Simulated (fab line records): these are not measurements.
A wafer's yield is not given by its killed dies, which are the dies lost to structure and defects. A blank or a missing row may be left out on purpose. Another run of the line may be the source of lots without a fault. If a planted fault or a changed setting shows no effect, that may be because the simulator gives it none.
Which tool is to blame?	flow n5 finfet	9 lots with 27 wafers sampled at 5 steps, on a route of 1938 steps

## WHAT THE GAUGES SHOWED, per wafer
N5_BEOL_M2_OVL_MEAS_12. Usual: M2_OVL gives -0.5 nm (standard deviation 0.69).
lot	measured	on	M2_OVL (nm)	flag
L320	day 6 20:14	overlay-01	-0.3 -1.0 -1.8	
L326	day 8 16:42	overlay-02	-1.1 -0.5 -0.1	
L330	day 9 07:29	overlay-01	-0.7 0.2 0.8	
L332	day 9 12:53	overlay-01	-0.8 -1.1 -0.2	
L333	day 9 21:16	overlay-02	-1.4 -1.2 -0.5	
L334	day 10 00:20	overlay-02	-1.8 -1.9 -1.0	
L336	day 10 11:10	overlay-02	0.2 -0.9 -1.3	
L342	day 12 10:55	overlay-01	-0.9 -1.4 0.1	
L343	day 13 13:23	overlay-01	-1.2 -1.2 -1.0	

N5_BEOL_M4_RC_MEAS_101. Usual: DIBL_N 36.3 mV/V, standard deviation 1.1; DIBL_P 36.3 mV/V, standard deviation 1.4; IOFF_N 0.155 nA/um, standard deviation 0.019; IOFF_P 0.211 nA/um, standard deviation 0.027; ION_N 672 uA/um, standard deviation 8.5; ION_P 462 uA/um, standard deviation 5.8; SS_N 71.5 mV/dec, standard deviation 0.56; SS_P 73.3 mV/dec, standard deviation 0.52; VT_N 249.9 mV, standard deviation 2.5; VT_P -249.8 mV, standard deviation 2.8.
lot	measured	on	DIBL_N (mV/V)	DIBL_P (mV/V)	IOFF_N (nA/um)	IOFF_P (nA/um)	ION_N (uA/um)	ION_P (uA/um)	SS_N (mV/dec)	SS_P (mV/dec)	VT_N (mV)	VT_P (mV)	flag
L320	day 9 04:07	prober-01	39.0 36.3 36.8	37.5 36.0 35.1	0.173 0.139 0.135	0.234 0.203 0.192	668 675 670	458 463 453	72.5 70.9 72.2	74.6 73.4 73.6	250.1 250.3 253.8	-247.6 -250.4 -255.3	
L326	day 11 17:12	prober-01	38.0 37.0 37.8	36.8 36.1 36.5	0.165 0.151 0.166	0.207 0.196 0.200	667 676 680	454 456 455	71.7 70.8 71.3	73.4 72.4 73.5	248.1 249.1 249.3	-253.2 -252.9 -253.1	
L330	day 14 10:34	prober-02	36.8 37.9 37.7	35.7 37.1 37.4	0.137 0.163 0.156	0.201 0.222 0.216	677 675 672	467 468 461	70.4 71.6 71.7	72.5 73.2 74.0	250.5 249.0 248.3	-250.7 -246.1 -251.8	
L332	day 14 23:47	prober-01	34.7 36.8 35.3	33.6 35.7 34.6	0.137 0.175 0.146	0.184 0.211 0.197	666 667 665	458 453 458	70.4 71.2 70.7	72.8 73.8 73.1	250.3 248.7 248.0	-251.3 -250.6 -250.7	
L333	day 15 10:38	prober-01	36.8 34.9 37.2	37.0 35.0 37.4	0.144 0.116 0.153	0.238 0.204 0.250	663 650 665	460 455 460	72.3 71.6 72.1	73.7 72.6 73.7	251.8 257.1 251.9	-247.6 -250.4 -248.8	
L334	day 15 19:02	prober-02	36.0 34.5 36.7	35.6 33.9 36.1	0.151 0.128 0.169	0.238 0.210 0.253	667 662 682	468 464 467	71.7 70.8 71.6	73.2 72.8 72.9	248.3 253.7 245.5	-246.1 -245.9 -243.8	
L336	day 15 15:35	prober-01	35.4 35.7 34.8	36.2 37.6 35.6	0.143 0.146 0.134	0.196 0.219 0.186	665 669 658	461 463 454	71.9 71.4 72.3	73.2 73.5 73.0	253.8 252.3 252.1	-252.5 -248.9 -251.9	
L342	day 17 17:07	prober-01	35.6 36.3 36.0	35.2 34.7 35.2	0.158 0.159 0.158	0.210 0.200 0.205	682 666 675	464 459 458	72.1 72.0 71.3	73.3 73.4 73.0	248.2 249.2 249.8	-248.4 -250.9 -249.2	
L343	day 16 04:41	prober-02	37.2 38.7 37.2	36.6 36.8 35.6	0.171 0.196 0.161	0.241 0.250 0.223	678 671 674	467 461 464	72.2 72.8 71.9	73.7 73.2 73.3	251.6 246.3 247.5	-246.2 -246.9 -249.5	

## WHICH TOOL RAN EACH LOT (tool, then ch and the chambers of the sampled wafers, then the start)
lot	N5_BEOL_M2_PECVD_72	N5_BEOL_M2_ETCH_74	N5_BEOL_M2_HM_OPEN_17
L320	pecvd-04 ch 0,1,2, day 6 19:28	rie diel-02 ch 0,2, day 6 20:49	rie metal-02 ch 0,1, day 6 21:02
L326	pecvd-01 ch 0,1, day 8 14:32	rie diel-02 ch 0,1, day 8 16:49	rie metal-01 ch 0,1, day 8 17:04
L330	pecvd-01 ch 0,1,2, day 9 06:29	rie diel-05 ch 0,1,3, day 9 07:42	rie metal-01 ch 0,1, day 9 07:56
L332	pecvd-01 ch 0,2, day 9 11:49	rie diel-05 ch 0,1,3, day 9 13:00	rie metal-03 ch 0,1, day 9 13:15
L333	pecvd-01 ch 0,1,2, day 9 20:01	rie diel-05 ch 0,2,3, day 9 21:29	rie metal-03 ch 0,1, day 9 21:43
L334	pecvd-03 ch 0,1, day 9 22:50	rie diel-05 ch 1,2, day 10 00:42	rie metal-03 ch 0,1, day 10 00:55
L336	pecvd-01 ch 0,1,2, day 10 10:32	rie diel-05 ch 0,1,3, day 10 11:17	rie metal-01 ch 0,1, day 10 11:32
L342	pecvd-01 ch 0,2, day 12 08:12	rie diel-02 ch 0,2,3, day 12 11:04	rie metal-01 ch 0,1, day 12 11:19
L343	pecvd-01 ch 0,2, day 13 12:43	rie diel-04 ch 1,3, day 13 13:30	rie metal-03 ch 0,1, day 13 13:45
- N5_BEOL_M2_PECVD_72: deposits SiO2 from TEOS/O2, target thk 16 nm, time 18 s.
- N5_BEOL_M2_ETCH_74: etches underlayer in N2/H2, target depth 6.5 nm, time 5.2 s.
- N5_BEOL_M2_HM_OPEN_17: chemistry Cl2/BCl3, target TiN, target depth 20 nm, overetch 6 nm.

## AS READ BY THE TOOLS THEMSELVES (means over the sampled wafers that have a number; for cases with no such wafer, the mark the record gives instead)
N5_BEOL_M2_PECVD_72. Usual: heater power w 687 W, standard deviation 67; showerhead plenum p Torr 8.76 Torr, standard deviation 0.056; throttle valve pct 22.6 %, standard deviation 0.96.
lot	tool	heater power w (W)	showerhead plenum p Torr (Torr)	throttle valve pct (%)	flag
L320	pecvd-04	615	8.76	22.3	
L326	pecvd-01	708	8.79	23.4	
L330	pecvd-01	734	8.80	22.4	
L332	pecvd-01	671	8.76	22.9	
L333	pecvd-01	737	8.81	22.4	
L334	pecvd-03	747	8.74	22.8	
L336	pecvd-01	767	8.81	22.4	
L342	pecvd-01	712	8.78	22.0	
L343	pecvd-01	706	8.76	23.1	

N5_BEOL_M2_ETCH_74. Usual: drypump motor current A 5.8 A, standard deviation 0.44; etch rf on time s 5.21 s, standard deviation 0.076; oes product au 0.67 a.u., standard deviation 0.081; rf vpp V 525.0 V, standard deviation 2.8; showerhead plenum p Torr 2.59 Torr, standard deviation 0.092; throttle valve pct 17.95 %, standard deviation 0.14.
lot	tool	drypump motor current A (A)	etch rf on time s (s)	oes product au (a.u.)	rf vpp V (V)	showerhead plenum p Torr (Torr)	throttle valve pct (%)	flag
L320	rie diel-02	5.7	5.18	0.67	525.0	2.60	17.92	
L326	rie diel-02	5.7	5.27	0.62	523.6	2.57	17.83	
L330	rie diel-05	6.1	5.21	0.72	526.3	2.65	17.88	
L332	rie diel-05	6.1	5.18	0.73	526.4	2.65	17.88	
L333	rie diel-05	6.2	4.66	0.71	525.4	2.61	18.05	OFF
L334	rie diel-05	5.7	4.64	0.70	527.4	2.65	18.05	OFF
L336	rie diel-05	6.1	4.75	0.74	526.1	2.65	17.90	OFF
L342	rie diel-02	5.6	5.26	0.63	522.9	2.50	18.01	
L343	rie diel-04	5.4	5.14	0.74	522.0	2.51	17.98	

N5_BEOL_M2_HM_OPEN_17. Usual: bcl3 flow sccm 21.75 sccm, standard deviation 0.066; drypump motor current A 5.65 A, standard deviation 0.26; mfc ar sccm 24.99 sccm, standard deviation 0.069; oes product au 0.60 a.u., standard deviation 0.071; throttle valve pct 22.17 %, standard deviation 0.11.
lot	tool	bcl3 flow sccm (sccm)	drypump motor current A (A)	mfc ar sccm (sccm)	oes product au (a.u.)	throttle valve pct (%)	flag
L320	rie metal-02	21.74	6.04	25.06	0.63	22.20	
L326	rie metal-01	21.75	5.77	24.96	0.56	22.23	
L330	rie metal-01	21.70	5.76	24.94	0.56	22.24	
L332	rie metal-03	21.73	5.40	25.00	0.64	22.17	
L333	rie metal-03	21.80	5.40	24.93	0.65	22.14	
L334	rie metal-03	21.76	5.41	25.03	0.66	22.15	
L336	rie metal-01	21.73	5.76	25.02	0.55	22.27	
L342	rie metal-01	21.73	5.78	24.99	0.54	22.27	
L343	rie metal-03	21.74	5.38	25.02	0.60	22.13	

## THE ANSWER, worked out from the rows above alone
Rule: a lot counts as off when the mean over its wafers that have a number is more than 3 standard deviations away from the usual mean. A lot without any number at a reading at which 4 lots or more have one is off too. The other lots that the step has rows for count as sound. First the gauges in route order, then the tools' own readings, where a lot's mean is used as printed above. At the first step where some lot is off, the reading lying furthest off is the one used; lots without a number count as furthest.
Off: L333, L334, L336 (N5_BEOL_M2_ETCH_74, etch rf on time s).
If a tool, at that step or one of the process steps before it, ran each lot that is off and ran no sound lot following the first of them, it fits. One candidate fits, namely rie diel-05 at N5_BEOL_M2_ETCH_74. Its last sound lot is L332 (day 9 13:00), its first lot that is off L333 (day 9 21:29): a fault that began between those two fits.
The tool's own readings at N5_BEOL_M2_ETCH_74 bear it out: on the lots that are off they differ by more than 5 times the standard deviation of the sound lots' means. etch rf on time s reads 4.68 s there against 5.21 s on the sound lots.

## WHAT THE SIMULATOR HAD INSERTED
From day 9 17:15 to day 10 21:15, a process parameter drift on rie diel-05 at N5_BEOL_M2_ETCH_74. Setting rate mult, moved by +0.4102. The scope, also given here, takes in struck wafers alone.
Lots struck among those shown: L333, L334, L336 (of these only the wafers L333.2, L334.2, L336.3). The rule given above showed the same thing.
